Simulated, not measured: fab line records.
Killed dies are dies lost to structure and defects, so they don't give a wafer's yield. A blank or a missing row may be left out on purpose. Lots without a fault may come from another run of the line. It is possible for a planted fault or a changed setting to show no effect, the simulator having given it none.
Matching of chambers    flow n5-finfet    rie-diel-05 running N5_BEOL_M3_ETCHBACK_99: 4 sister chambers
The step etches SiO2 in CHF3, target depth 5 nm, time 10.4 s. 20 wafers are shown with their chamber, then 10 later ones without.

== WAFERS WITH THEIR CHAMBER ==
wafer   chamber  drypump-motor-current-A (A)  oes_ar_750_au (a.u.)  throttle-valve-pct (%)
L080.1  2        5.8                          0.75                  16.92
L080.4  3        6.3                          0.94                  17.05
L080.5  2        5.9                          0.75                  16.92
L082.1  3        6.3                          0.93                  17.04
L082.4  0        5.3                          0.72                  17.07
L082.5  3        6.3                          0.93                  17.04
L084.2  2        5.9                          0.74                  16.91
L084.5  3        6.3                          0.91                  17.05
L084.6  0        5.4                          0.71                  17.05
L085.2  1        5.1                          0.85                  16.84
L085.3  0        5.3                          0.71                  17.07
L085.5  0        5.3                          0.71                  17.08
L088.1  2        5.9                          0.74                  16.92
L088.2  0        5.3                          0.72                  17.09
L088.3  1        5.1                          0.83                  16.85
L090.1  2        5.9                          0.74                  16.95
L090.2  0        5.4                          0.70                  17.08
L090.6  0        5.3                          0.71                  17.09
L091.1  1        5.1                          0.84                  16.85
L091.4  0        5.3                          0.70                  17.09

SIGNATURES, as means of the wafers listed above
reading                  chamber 0  chamber 1  chamber 2  chamber 3  scatter within a chamber
drypump-motor-current-A  5.325      5.100      5.880      6.300      0.0379
oes_ar_750_au            0.7100     0.8400     0.7440     0.9275     0.00864
throttle-valve-pct       17.0775    16.8467    16.9240    17.0450    0.0123
Rule: a wafer lies at a distance from a chamber equal to the root of the sum of squares, over the readings, of (its reading less the chamber's mean, divided by the reading's scatter). The wafer belongs to the nearest chamber; if the next one is less than 2 further off, it can't be placed. How the scatter is found: for the shown wafers, subtract from each reading the mean of its chamber, square and add these, divide the total by (wafers less chambers), then take the root.

== WAFERS WITH NO CHAMBER GIVEN ==
wafer   drypump-motor-current-A (A)  oes_ar_750_au (a.u.)  throttle-valve-pct (%)
L091.5  5.3                          0.71                  17.08
L092.2  5.9                          0.74                  16.95
L092.4  6.3                          0.89                  17.06
L092.6  5.3                          0.70                  17.08
L093.2  5.9                          0.74                  16.95
L093.3  5.1                          0.83                  16.85
L093.6  5.9                          0.74                  16.95
L097.2  5.1                          0.82                  16.88
L097.3  5.9                          0.73                  16.95
L097.6  5.1                          0.83                  16.87

== THE CHAMBER EACH PASSED THROUGH ==
wafer   from the rows above  in truth
L091.5  0                    0
L092.2  2                    2
L092.4  3                    3
L092.6  0                    0
L093.2  2                    2
L093.3  1                    1
L093.6  2                    2
L097.2  1                    1
L097.3  2                    2
L097.6  1                    1
Correctly placed: 10 of 10. Can't be placed from these rows: 0. 0 placed wrongly.
